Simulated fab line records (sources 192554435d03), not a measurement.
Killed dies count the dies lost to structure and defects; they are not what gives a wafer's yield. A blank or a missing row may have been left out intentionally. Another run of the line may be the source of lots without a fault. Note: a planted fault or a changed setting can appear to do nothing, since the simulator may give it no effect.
Which tool was responsible? + flow n5_finfet + 29 wafers from 11 lots sampled at 6 of the route's 1938 steps

== WHAT THE GAUGES READ, wafer by wafer ==
N5_BEOL_M2_RS_MEAS_58: uses a four-point probe to measure.
| lot  | measured     | on            | M2_RS (ohm/sq) |
|------|--------------|---------------|----------------|
| L165 | day 9 04:49  | film_metro-02 | 0.64 0.66 0.65 |
| L164 | day 9 17:19  | film_metro-01 | 0.66 0.67 0.71 |
| L166 | day 9 19:09  | film_metro-02 | 0.66 0.73      |
| L168 | day 10 04:34 | film_metro-01 | 0.63 0.67      |
| L177 | day 12 09:38 | film_metro-02 | 0.71 0.68      |
| L178 | day 12 12:23 | film_metro-02 | 0.68 0.67 0.72 |
| L180 | day 13 11:07 | film_metro-02 | 0.66 0.68      |
| L183 | day 14 02:10 | film_metro-01 | 0.72 0.67 0.69 |
| L184 | day 14 07:34 | film_metro-01 | 0.73 0.70 0.71 |
| L185 | day 14 18:57 | film_metro-02 | 0.63 0.69 0.65 |
| L186 | day 14 19:33 | film_metro-01 | 0.73 0.75 0.67 |

N5_BEOL_M3_THK_MEAS_01.
| lot  | measured     | on            | M3_ILD_THK (nm) |
|------|--------------|---------------|-----------------|
| L165 | day 9 04:58  | film_metro-01 | 79.4 79.6 81.3  |
| L164 | day 9 17:27  | film_metro-01 | 78.7 144.2 80.0 |
| L166 | day 9 19:17  | film_metro-02 | 141.5 79.5      |
| L168 | day 10 04:41 | film_metro-01 | 140.2 141.6     |
| L177 | day 12 09:46 | film_metro-02 | 78.9 78.8       |
| L178 | day 12 12:31 | film_metro-02 | 77.1 78.7 79.2  |
| L180 | day 13 11:15 | film_metro-01 | 78.2 79.0       |
| L183 | day 14 02:18 | film_metro-02 | 79.1 78.9 80.4  |
| L184 | day 14 07:42 | film_metro-02 | 80.3 79.6 80.1  |
| L185 | day 14 19:05 | film_metro-01 | 78.7 81.4 80.3  |
| L186 | day 14 19:41 | film_metro-01 | 79.3 79.1 82.1  |

N5_BEOL_M4_RC_MEAS_101.
| lot  | measured     | on        | DIBL_N (mV/V)  | DIBL_P (mV/V)  | IOFF_N (nA/um) | IOFF_P (nA/um) | ION_N (uA/um) | ION_P (uA/um) | SS_N (mV/dec)  | SS_P (mV/dec)  | VT_N (mV)   | VT_P (mV)      |
|------|--------------|-----------|----------------|----------------|----------------|----------------|---------------|---------------|----------------|----------------|-------------|----------------|
| L165 | day 12 01:04 | prober-02 | 42.7 36.7 42.0 | 41.4 34.8 40.6 | 0.26 0.13 0.25 | 0.31 0.18 0.30 | 704 672 707   | 480 465 482   | 73.3 71.3 72.9 | 74.6 72.9 74.4 | 244 254 245 | -245 -254 -247 |
| L164 | day 12 09:55 | prober-01 | 36.0 37.1      | 33.5 35.3      | 0.15 0.17      | 0.17 0.20      | 683 672       | 459 459       | 71.5 71.9      | 73.2 73.7      | 248 247     | -252 -250      |
| L166 | day 12 13:19 | prober-02 | 37.4           | 37.3           | 0.16           | 0.21           | 681           | 459           | 71.2           | 73.3           | 249         | -252           |
| L177 | day 15 14:21 | prober-01 | 35.0 41.1      | 35.0 41.9      | 0.15 0.26      | 0.20 0.31      | 691 679       | 476 465       | 70.9 72.4      | 72.8 74.6      | 248 243     | -250 -243      |
| L178 | day 15 08:53 | prober-01 | 40.9 37.4 37.9 | 40.7 36.3 36.6 | 0.22 0.16 0.16 | 0.30 0.22 0.22 | 692 676 679   | 477 468 471   | 72.4 71.1 71.7 | 74.6 73.8 73.2 | 244 248 250 | -242 -250 -249 |
| L180 | day 15 12:55 | prober-02 | 37.3 38.1      | 36.6 37.9      | 0.16 0.19      | 0.23 0.25      | 680 676       | 463 459       | 72.0 72.4      | 74.3 73.7      | 252 249     | -250 -246      |
| L183 | day 17 01:41 | prober-01 | 38.0 33.6 35.8 | 40.6 34.2 36.5 | 0.18 0.11 0.15 | 0.23 0.14 0.17 | 686 645 675   | 471 444 454   | 72.0 71.2 71.7 | 73.7 71.8 73.3 | 247 256 251 | -252 -253 -256 |
| L184 | day 17 01:52 | prober-02 | 38.5 35.3 36.5 | 36.9 35.0 36.6 | 0.20 0.15 0.15 | 0.21 0.19 0.20 | 681 682 671   | 464 464 457   | 72.8 71.3 71.7 | 73.6 73.6 73.2 | 247 248 251 | -249 -249 -249 |
| L185 | day 17 05:06 | prober-02 | 39.4 36.0 38.5 | 38.3 34.0 39.8 | 0.22 0.17 0.22 | 0.26 0.19 0.30 | 685 680 688   | 469 459 471   | 73.2 71.6 71.4 | 73.9 72.8 73.6 | 245 249 244 | -247 -251 -246 |
| L186 | day 17 18:26 | prober-02 | 36.5 33.3 36.9 | 36.5 31.9 37.3 | 0.16 0.12 0.19 | 0.26 0.17 0.26 | 662 680 686   | 460 463 475   | 71.5 70.8 72.2 | 73.6 73.0 74.0 | 250 248 248 | -245 -251 -246 |

== WHAT TOOL EACH LOT RAN ON (gives the tool, then ch and the chambers of the sampled wafers, and finally the start) ==
| lot  | N5_BEOL_M2_SPUTTER_92        | N5_BEOL_M2_SPUTTER_96        | N5_BEOL_M3_ILD_DEP_00           |
|------|------------------------------|------------------------------|---------------------------------|
| L165 | pvd_sputter-02, day 9 03:20  | pvd_sputter-02, day 9 03:46  | pecvd-03 ch 1,2, day 9 04:54    |
| L164 | pvd_sputter-02, day 9 15:47  | pvd_sputter-02, day 9 16:14  | pecvd-03 ch 0,1, day 9 17:23    |
| L166 | pvd_sputter-02, day 9 17:38  | pvd_sputter-02, day 9 18:04  | pecvd-03 ch 2, day 9 19:13      |
| L168 | pvd_sputter-01, day 10 03:02 | pvd_sputter-01, day 10 03:29 | pecvd-03 ch 2, day 10 04:37     |
| L177 | pvd_sputter-01, day 12 08:02 | pvd_sputter-01, day 12 08:29 | pecvd-01 ch 1,2, day 12 09:43   |
| L178 | pvd_sputter-01, day 12 10:53 | pvd_sputter-01, day 12 11:20 | pecvd-04 ch 0,1, day 12 12:26   |
| L180 | pvd_sputter-03, day 13 09:28 | pvd_sputter-03, day 13 09:54 | pecvd-01 ch 1,2, day 13 11:12   |
| L183 | pvd_sputter-01, day 13 23:46 | pvd_sputter-01, day 14 00:12 | pecvd-03 ch 0,1,2, day 14 02:14 |
| L184 | pvd_sputter-02, day 14 06:05 | pvd_sputter-02, day 14 06:32 | pecvd-03 ch 0,1,2, day 14 07:38 |
| L185 | pvd_sputter-02, day 14 17:26 | pvd_sputter-02, day 14 17:53 | pecvd-03 ch 0,2, day 14 19:01   |
| L186 | pvd_sputter-01, day 14 18:04 | pvd_sputter-01, day 14 18:30 | pecvd-04 ch 0,1,2, day 14 19:37 |
- N5_BEOL_M2_SPUTTER_92: material Cu, target thk 4.5 nm, time 8.29 s.
- N5_BEOL_M2_SPUTTER_96: material Cu, target thk 4.5 nm, time 8.29 s.
- N5_BEOL_M3_ILD_DEP_00: deposits SiOC from DEMS/O2, target thk 79 nm, time 15.3 s.

== AS READ BY THE TOOLS THEMSELVES (means over the sampled wafers that have a number; for cases with no such wafer, the mark the record gives instead) ==
N5_BEOL_M2_SPUTTER_92.
| lot  | tool           | throttle_valve_pct (%) |
|------|----------------|------------------------|
| L165 | pvd_sputter-02 | 29.6                   |
| L164 | pvd_sputter-02 | 30.1                   |
| L166 | pvd_sputter-02 | 30.6                   |
| L168 | pvd_sputter-01 | 30.6                   |
| L177 | pvd_sputter-01 | 30.1                   |
| L178 | pvd_sputter-01 | 29.9                   |
| L180 | pvd_sputter-03 | 30.5                   |
| L183 | pvd_sputter-01 | 31.0                   |
| L184 | pvd_sputter-02 | 29.4                   |
| L185 | pvd_sputter-02 | 29.6                   |
| L186 | pvd_sputter-01 | 29.4                   |

N5_BEOL_M2_SPUTTER_96.
| lot  | tool           | throttle_valve_pct (%) |
|------|----------------|------------------------|
| L165 | pvd_sputter-02 | 29.6                   |
| L164 | pvd_sputter-02 | 30.1                   |
| L166 | pvd_sputter-02 | 30.6                   |
| L168 | pvd_sputter-01 | 30.8                   |
| L177 | pvd_sputter-01 | 30.1                   |
| L178 | pvd_sputter-01 | 30.1                   |
| L180 | pvd_sputter-03 | 30.5                   |
| L183 | pvd_sputter-01 | 31.0                   |
| L184 | pvd_sputter-02 | 29.4                   |
| L185 | pvd_sputter-02 | 29.4                   |
| L186 | pvd_sputter-01 | 29.5                   |

N5_BEOL_M3_ILD_DEP_00.
| lot  | tool     | heater_power_w (W) | showerhead_plenum_p_Torr (Torr) | throttle_valve_pct (%) |
|------|----------|--------------------|---------------------------------|------------------------|
| L165 | pecvd-03 | 435                | 5.711                           | 12.2                   |
| L164 | pecvd-03 | 357                | 5.678                           | 12.3                   |
| L166 | pecvd-03 | 584                | 5.713                           | 11.1                   |
| L168 | pecvd-03 | 551                | 5.728                           | 11.4                   |
| L177 | pecvd-01 | 393                | 5.712                           | 11.3                   |
| L178 | pecvd-04 | 625                | 5.681                           | 12.2                   |
| L180 | pecvd-01 | 406                | 5.704                           | 11.3                   |
| L183 | pecvd-03 | 429                | 5.694                           | 12.0                   |
| L184 | pecvd-03 | 408                | 5.703                           | 12.1                   |
| L185 | pecvd-03 | 443                | 5.701                           | 11.7                   |
| L186 | pecvd-04 | 623                | 5.683                           | 11.8                   |

== THE ANSWER, worked out from the rows above alone ==
Rule: what is usual is taken from the lots themselves. The widest of any qualifying gaps counts: lots, ordered by their means at a reading, are off when they make up no more than a third of the lots, leave a main group of 4 or more, and stand apart from it by 3 or more times the standard deviation of that group's means. If all means in a main group match to the digits the tables above print for the reading, that group is not used. Also off: a lot with no number at a reading for which 4 or more lots have one. All remaining lots with rows at the step are treated as sound. Order of review: gauges by route order, followed by the tools' own readings, for which a lot's mean as printed above is used. At the first step where some lot is off, the reading lying furthest off is the one used; lots without a number count as furthest.
Off: at N5_BEOL_M3_THK_MEAS_01 (M3_ILD_THK), L164, L166, L168. The main group: mean 79.5 nm, standard deviation 0.71.
If a tool, at a process step before that reading, ran all the lots that are off and no sound lot after the first of them, it fits. Those tools and the gauges at N5_BEOL_M3_THK_MEAS_01 are tried in the same way. None of those tried fits.

== WHAT THE SIMULATOR HAD PUT IN ==
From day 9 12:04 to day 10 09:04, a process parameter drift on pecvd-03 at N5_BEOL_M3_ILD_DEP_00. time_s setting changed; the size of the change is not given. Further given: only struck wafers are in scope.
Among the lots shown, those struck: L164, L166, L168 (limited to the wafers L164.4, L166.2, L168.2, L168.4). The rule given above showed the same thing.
